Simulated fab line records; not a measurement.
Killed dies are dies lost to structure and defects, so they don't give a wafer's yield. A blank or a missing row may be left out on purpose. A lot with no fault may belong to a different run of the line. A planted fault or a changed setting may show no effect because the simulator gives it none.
A struck lot beside a sound one	flow nand harc	13 steps out of a route of 1302
Sound: the wafers L683.2, L683.4, L683.6. Struck: wafer L667.2. (L667.3, L667.4 of the same lot were not struck and are left out.) The cause comes at the end.
Order at every step that has rows: each side's tool, ch and its chambers, its first start. Under that, the readings that differ: sound wafers	struck wafers	difference of the means	sigmas: that difference in standard deviations of wafers without a fault.
alike: words and numbers the same on both sides, and readings whose means are apart by under 2 such deviations; not compared: readings that were withheld, readings missing a value for some wafer, numbers with overlapping values and no deviation given by the record, and bounds like >300 which may hide the same value.
Wherever a step has rows on one side only, a row that says differs or no value, or a row with sigmas, the two part there. When numbers do not overlap yet have no deviation, they are printed without sigmas and do not part them. Lack of a reading on every wafer of one side parts them only where that side has two or more wafers.

NHARC_A_WL_FILL_ALD_02: deposits TiN, target thk 2 nm, pulse time 3 s, ald cycles 100.
  sound on ald metal-01 ch 0,1,3, day 28 11:37; struck on ald metal-02 ch 0, day 23 00:12
  alike: heater power w, precursor pulse height rel
then, 1 step without rows for these wafers: NHARC_A_WL_FILL_CVD_03 (deposits W, target thk 40 nm, time 279 s).
NHARC_A_WL_FILL_ETCHBACK_04: etches the open film in NF3, target depth 60 nm, time 120 s.
  sound on rie metal-01 ch 0,1, day 28 12:39; struck on rie metal-02 ch 1, day 23 00:59
  alike: drypump motor current A, oes product au
  not compared: rf hours counter h
NHARC_A_WL_FILL_ETCHBACK_05: etches the open film in Cl2/BCl3, target depth 22 nm, time 60 s.
  sound on rie metal-01 ch 0,1, day 28 12:53; struck on rie metal-02 ch 1, day 23 01:14
  alike: drypump motor current A, oes product au
  not compared: rf hours counter h
then, 5 steps without rows for these wafers: NHARC_A_WL_FILL_STRIP_27 (strips in N2/H2, time 20 s); NHARC_A_WL_FILL_STRIP_28 (strips in post etch residue remover, time 1200 s); NHARC_A_WL_FILL_PRECLEAN_06 (cleans in DIW, time 300 s); NHARC_A_WL_FILL_SRD_07; NHARC_A_WL_FILL_ANNEAL_08 (time 1800 s).
NHARC_A_WL_FILL_ALD_10: deposits SiO2, target thk 50 nm, pulse time 10 s, ald cycles 500.
  sound on ald hk-02 ch 0,2, day 28 17:56; struck on ald hk-01 ch 3, day 23 05:05
  alike: heater power w, precursor pulse height rel
NHARC_A_WL_FILL_ETCHBACK_16: etches the open film in C4F8/O2/Ar, target depth 120 nm, time 24 s.
  sound on rie diel-13 ch 2,3, day 28 22:35; struck on rie diel-13 ch 0, day 23 09:49
reading	sound	struck	difference	sigmas
bias w (W)	802.7 806.4 803.4	797.5	-6.7	-3
oes product au (a.u.)	1.005 0.995 0.988	0.604	-0.392	-19
  alike: rf vpp V
  not compared: rf hours counter h
NHARC_A_WL_FILL_STRIP_29: strips in O2, time 20 s.
  sound on rie diel-13 ch 0,2,3, day 28 22:42; struck on rie diel-13 ch 3, day 23 09:55
  alike: drypump motor current A, oes product au, rf vpp V, showerhead plenum p Torr, throttle valve pct
  not compared: rf hours counter h
-- record jumps: 4 days between struck wafers' starts before vs after; left off in module A_WL_FILL, resumes in module END, first step shown is number 1302 of the route --
NHARC_END_SORT_01:
  only the struck wafers appear in the record here, on prober-02 ch 0 at day 27 07:51; the sound ones have no rows

## WHERE THEY PART
At NHARC_A_WL_FILL_ETCHBACK_16 first; at NHARC_END_SORT_01 last (within this record only).

WHY: whatever the simulator had introduced
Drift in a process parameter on rie diel-13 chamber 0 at NHARC_A_WL_FILL_ETCHBACK_16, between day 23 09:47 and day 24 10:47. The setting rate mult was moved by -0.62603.
